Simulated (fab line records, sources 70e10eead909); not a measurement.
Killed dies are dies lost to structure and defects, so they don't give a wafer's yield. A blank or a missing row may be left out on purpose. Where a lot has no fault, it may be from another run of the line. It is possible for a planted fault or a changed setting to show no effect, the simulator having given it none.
Struck lot and sound lot, side by side ; flow nandHarc ; 14 out of 1159 route steps
Sound: the wafers L968.2, L968.3, L968.6. Wafers L972.1, L972.2, L972.6 were the ones struck. Last of all comes the cause.
Order at every step that has rows: each side's tool, ch and its chambers, its first start. Under that, the readings that differ: sound wafers ; struck wafers ; difference of the means ; sigmas: that difference in standard deviations of wafers without a fault.
alike: a reading whose means differ by less than 2 such deviations, as well as words and numbers matching on both sides. not compared: withheld readings; readings where some wafer has no value; bounds like >300 that might hide an equal value; numbers whose values overlap and for which the record gives no deviation.
A row with sigmas, a row that says differs or no value, or rows on one side alone: a step with any of these is where the two part. Numbers that have no deviation but don't overlap get no sigmas and don't part them. A reading missing from all wafers of one side parts the sides only when that side holds two or more wafers.

first, 9 steps without rows for these wafers: NHARC_A_STAIRCASE_DEHYDRATE_158 (time 120 s); NHARC_A_STAIRCASE_HMDS_159 (time 30 s); NHARC_A_STAIRCASE_COAT_160; NHARC_A_STAIRCASE_SOFTBAKE_161 (time 170 s); NHARC_A_STAIRCASE_EBR_162; NHARC_A_STAIRCASE_EXPOSE_163 (exposes mask STAIR OPEN); NHARC_A_STAIRCASE_PEB_164 (peb time 130 s); NHARC_A_STAIRCASE_DEVELOP_165 (time 140 s); NHARC_A_STAIRCASE_HARDBAKE_167 (time 140 s).
NHARC_A_STAIRCASE_DESCUM_168: chemistry O2, time 3 s.
  sound on rieDiel-03 ch 1,2,3, day 12 04:03; struck on rieDiel-12 ch 1,2,3, day 13 07:54
  alike: drypumpMotorCurrentA, oesProductAu, rfVppV, showerheadPlenumPTorr, throttleValvePct
  not compared: rfHoursCounterH
NHARC_A_STAIRCASE_ETCH_169: etches the open film in CH3F/O2, target depth 50 nm, time 107.1 s.
  sound on rieDiel-03 ch 0,2,3, day 12 04:08; struck on rieDiel-12 ch 0,1,2, day 13 07:58
  alike: biasW, ch3fFlowSccm, drypumpMotorCurrentA, oesProductAu, rfVppV, showerheadPlenumPTorr, throttleValvePct
  not compared: rfHoursCounterH
NHARC_A_STAIRCASE_ETCH_170: etches the open film in C4F6/O2, target depth 200 nm, time 66.667 s.
  sound on rieDiel-03 ch 1,3, day 12 04:15; struck on rieDiel-12 ch 0,1,3, day 13 08:05
  no value came back on the struck wafers for any of 7 readings (biasW (W), c4f6FlowSccm (sccm) and others); on the sound wafers biasW (W) reads 498.4 497.4 499.2
  not compared: rfHoursCounterH
NHARC_A_STAIRCASE_STRIP_171: strips in O2.
  sound on plasmaAsher-01 ch 1, day 12 04:22; struck on plasmaAsher-02 ch 0,1, day 13 08:15
  alike: drypumpMotorCurrentA, heaterPowerW
  not compared: rfHoursCounterH
-- the record jumps here: 8 days lie between the struck wafers' starts before and after (it left off in module A_STAIRCASE and takes up again in module END, whose first step shown is number 1159 of the route) --
NHARC_END_SORT_01:
  at this point the record logs the struck wafers (prober-02 ch 0, day 21 19:05) and has no rows for the sound ones

## WHERE THEY PART
At NHARC_A_STAIRCASE_ETCH_170 first; at NHARC_END_SORT_01 last (within this record only).

WHY: what had been put in by the simulator
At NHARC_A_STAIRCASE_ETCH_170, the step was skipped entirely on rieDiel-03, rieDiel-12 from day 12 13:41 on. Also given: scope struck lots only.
